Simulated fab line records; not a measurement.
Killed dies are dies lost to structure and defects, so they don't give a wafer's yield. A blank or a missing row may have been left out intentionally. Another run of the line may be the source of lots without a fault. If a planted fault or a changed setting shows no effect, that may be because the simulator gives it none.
Chamber matching ; flow n5Finfet ; N5_BEOL_M7_ETCH_61 on rieDiel-06: 4 sister chambers
The step etches SiARC in CF4, target depth 45.5 nm, time 75.8 s. 8 wafers are shown with their chamber, then 7 later ones without.

## WAFERS WITH THEIR CHAMBER
wafer;chamber;showerheadPlenumPTorr (Torr);drypumpMotorCurrentA (A)
L083.2;0;2.08;5.6
L083.3;3;2.05;5.9
L083.4;2;2.30;5.3
L085.3;2;2.29;5.3
L085.4;3;2.05;5.9
L085.5;1;2.04;5.7
L089.1;0;2.08;5.6
L089.2;1;2.04;5.6

## WAFERS WITH NO CHAMBER GIVEN
wafer;showerheadPlenumPTorr (Torr);drypumpMotorCurrentA (A)
L089.6;2.29;5.3
L092.1;2.07;5.6
L092.3;2.04;5.6
L092.4;2.29;5.3
L094.1;2.29;5.3
L094.3;2.03;5.6
L094.5;2.04;5.7

## CHAMBER TAKEN BY EACH
wafer;from the rows above;in truth
L089.6;2;2
L092.1;0;0
L092.3;1;1
L092.4;2;2
L094.1;2;2
L094.3;1;1
L094.5;1;1
7 of 7 placed correctly. Number that these rows cannot place: 0. Number placed wrongly: 0.
How it was worked out, from the rows above alone: a wafer's distance from a chamber is the root of the sum, over the readings, of the square of ((its reading less the chamber's mean) divided by the reading's scatter). The wafer belongs to the nearest chamber; if the next one is less than 2 further off, it can't be placed. The mean given for a chamber averages the wafers shown for that chamber. The scatter: the root of (the sum of the squares of (reading less its chamber's mean) over the shown wafers, divided by (wafers less chambers)).
